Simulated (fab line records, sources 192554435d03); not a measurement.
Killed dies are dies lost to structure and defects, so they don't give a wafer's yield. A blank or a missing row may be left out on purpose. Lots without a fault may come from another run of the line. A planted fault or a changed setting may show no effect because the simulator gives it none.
Split-lot experiment | flow n5_finfet | 7 lots, 21 wafers read, on a route of 1938 steps

THE SPLIT
At N5_BEOL_M4_PECVD_72 (deposits SiO2 from TEOS/O2, target thk 16 nm, time 18 s), the setting time_s was moved away from the recipe's 18 s on 7 of the 21 wafers read, by -12.6% to +13.0%. The other wafers ran this setting at the recipe's value.

FROM THE SPLIT TO THE READING: what the file shows between them, 3 steps
- N5_BEOL_M4_HM_DEP_02: deposits TiN, target thk 20 nm
- N5_BEOL_M4_COAT_61: time 60 s, resist thk 60 nm
- N5_BEOL_M4_STRIP_97: strips in N2/H2, time 10 s

THE READING
SiO2_of_BEOL_M4_PECVD_72.thk_nm (the simulator's own value, which no gauge read), in nm, at N5_BEOL_M4_HM_STRIP_39 (strips TiN in peroxide tin strip, target depth 25 nm, time 158 s). The file gives no usual value for it. The 14 wafers here that ran the recipe average 15.9 nm, standard deviation 0.19 nm.

wafer  | tool, chamber at the split | time_s as run, s | against the recipe | SiO2_of_BEOL_M4_PECVD_72.thk_nm, nm | against lot-mates on the recipe
L077.2 | pecvd-03, 1                | 18               | recipe             | 15.8                                | -
L077.5 | pecvd-03, 2                | 17.32            | -3.8%              | 15.2                                | -0.6
L077.6 | pecvd-03, 1                | 17.32            | -3.8%              | 15.4                                | -0.4
L080.2 | pecvd-04, 1                | 15.73            | -12.6%             | 14.2                                | -1.8
L080.3 | pecvd-04, 2                | 15.73            | -12.6%             | 13.8                                | -2.2
L080.5 | pecvd-04, 2                | 18               | recipe             | 16                                  | -
L083.1 | pecvd-03, 1                | 18               | recipe             | 15.8                                | -
L083.2 | pecvd-03, 0                | 20.34            | +13.0%             | 17.8                                | +1.9
L083.6 | pecvd-03, 1                | 18               | recipe             | 16                                  | -
L087.2 | pecvd-03, 2                | 18               | recipe             | 15.4                                | -
L087.3 | pecvd-03, 1                | 18               | recipe             | 15.6                                | -
L087.6 | pecvd-03, 2                | 18               | recipe             | 16                                  | -
L088.3 | pecvd-02, 1,2              | 18               | recipe             | 15.8                                | -
L088.4 | pecvd-02, 1,2              | 18               | recipe             | 16                                  | -
L088.5 | pecvd-02, 1                | 18               | recipe             | 16                                  | -
L093.2 | pecvd-03, 2                | 16.34            | -9.2%              | 14                                  | -2.2
L093.4 | pecvd-03, 0                | 18               | recipe             | 16.2                                | -
L093.6 | pecvd-03, 1                | 16.34            | -9.2%              | 14.4                                | -1.8
L095.2 | pecvd-04, 0,2,0            | 18               | recipe             | 15.8                                | -
L095.4 | pecvd-04, 0,2,0            | 18               | recipe             | 15.8                                | -
L095.5 | pecvd-04, 0,2,0            | 18               | recipe             | 15.8                                | -
Where a row lists several chambers, the file gives one row for several wafers and doesn't say which wafer went through which chamber.

THE FIT
A straight line over all 21 wafers: SiO2_of_BEOL_M4_PECVD_72.thk_nm changes by +0.155 nm for each +1% of time_s; r = +0.97; the points scatter about the line by 0.21 nm.
The same after taking each lot's own level away (the mean of its wafers on the recipe; 21 wafers): +0.167 nm for each +1%; r = +0.97; scatter 0.22 nm.
On that fit, the largest move of time_s shifts the reading by 2.2 nm.
The lots' own levels span 15.67 to 16.20 nm, that is 2.8 times the standard deviation above.
So the lot-to-lot level changes the slope little: the two slopes agree.
Check: with one of the wafers moved furthest among these (+13.0%) left out of the fit, the line predicts +2.3 nm for it against its lot-mates. It came out at +1.9 nm against them.

THE WHOLE CHAIN: every reading that the file lists as answering this split, in the file's order
step                   | what it does                                                     | reading                                                                          | change (the file's fit)               | r (the file's)
N5_BEOL_M4_PECVD_72    | deposits SiO2 from TEOS/O2, target thk 16 nm, time 18 s          | SiO2_of_BEOL_M4_PECVD_72.thk_nm (the simulator's own value, which no gauge read) | +0.167 nm for each +1% of the setting | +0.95
N5_BEOL_M4_HM_STRIP_39 | strips TiN in peroxide tin strip, target depth 25 nm, time 158 s | SiO2_of_BEOL_M4_PECVD_72.thk_nm (the simulator's own value, which no gauge read) | +0.164 nm for each +1% of the setting | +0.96

THE FILE'S OWN FIT
SiO2_of_BEOL_M4_PECVD_72.thk_nm changes by +0.164 nm for each +1% of time_s, r = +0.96.
